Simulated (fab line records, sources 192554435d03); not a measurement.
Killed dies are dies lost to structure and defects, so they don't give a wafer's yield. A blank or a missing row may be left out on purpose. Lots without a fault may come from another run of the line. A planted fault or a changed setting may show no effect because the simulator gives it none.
Chamber matching | flow n5_finfet | N5_BEOL_M0_SAQP_ETCH_102 on rie_si-05: 4 sister chambers
The step etches SiO2 in CF4, target depth 4 nm, time 4.4 s. 20 wafers are shown with their chamber, then 10 later ones without.

WAFERS WITH THEIR CHAMBER
wafer  | chamber | throttle_valve_pct (%) | drypump_motor_current_A (A) | oes_product_au (a.u.)
L075.2 | 1       | 21.49                  | 5.3                         | 0.978
L075.3 | 2       | 21.87                  | 6.3                         | 0.986
L075.4 | 3       | 22.03                  | 6.1                         | 0.989
L080.2 | 2       | 21.87                  | 6.3                         | 0.984
L080.4 | 0       | 22.02                  | 5.8                         | 0.971
L080.5 | 2       | 21.87                  | 6.3                         | 0.986
L081.3 | 3       | 22.03                  | 6.1                         | 0.984
L081.5 | 0       | 22.00                  | 5.9                         | 0.971
L081.6 | 3       | 22.03                  | 6.1                         | 0.990
L082.2 | 3       | 22.01                  | 6.1                         | 0.993
L082.3 | 0       | 22.01                  | 5.9                         | 0.961
L082.6 | 0       | 22.02                  | 5.8                         | 0.962
L085.3 | 1       | 21.50                  | 5.4                         | 1.004
L085.5 | 3       | 22.03                  | 6.1                         | 1.002
L085.6 | 0       | 22.02                  | 5.9                         | 0.959
L090.3 | 0       | 22.01                  | 5.9                         | 0.958
L090.4 | 3       | 22.03                  | 6.1                         | 0.977
L090.5 | 3       | 22.03                  | 6.1                         | 0.992
L091.1 | 3       | 22.03                  | 6.1                         | 0.992
L091.3 | 1       | 21.50                  | 5.3                         | 1.000

SIGNATURES (means of the wafers above)
reading                 | chamber 0 | chamber 1 | chamber 2 | chamber 3 | scatter within a chamber
throttle_valve_pct      | 22.0133   | 21.4967   | 21.8700   | 22.0275   | 0.00685
drypump_motor_current_A | 5.867     | 5.333     | 6.300     | 6.100     | 0.0354
oes_product_au          | 0.96367   | 0.99400   | 0.98533   | 0.98987   | 0.00764
Rule: a wafer's distance from a chamber is the root of the sum, over the readings, of the square of ((its reading less the chamber's mean) divided by the reading's scatter). The wafer belongs to the nearest chamber; if the next one is less than 2 further off, it can't be placed. The scatter: the root of (the sum of the squares of (reading less its chamber's mean) over the shown wafers, divided by (wafers less chambers)).

WAFERS WITHOUT THEIR CHAMBER
wafer  | throttle_valve_pct (%) | drypump_motor_current_A (A) | oes_product_au (a.u.)
L091.6 | 21.86                  | 6.3                         | 0.986
L092.3 | 22.04                  | 6.1                         | 0.996
L092.4 | 21.49                  | 5.4                         | 0.995
L092.5 | 22.04                  | 6.1                         | 0.996
L093.1 | 22.05                  | 6.1                         | 0.994
L093.4 | 21.86                  | 6.3                         | 0.989
L093.6 | 22.02                  | 5.9                         | 0.959
L094.1 | 22.03                  | 5.9                         | 0.957
L094.5 | 22.00                  | 5.9                         | 0.968
L094.6 | 21.49                  | 5.4                         | 0.988

WHICH CHAMBER EACH WENT THROUGH
wafer  | from the rows above | in truth
L091.6 | 2                   | 2
L092.3 | 3                   | 3
L092.4 | 1                   | 1
L092.5 | 3                   | 3
L093.1 | 3                   | 3
L093.4 | 2                   | 2
L093.6 | 0                   | 0
L094.1 | 0                   | 0
L094.5 | 0                   | 0
L094.6 | 1                   | 1
Placed correctly: 10 of 10. Can't be placed from these rows: 0. Placed wrongly: 0.
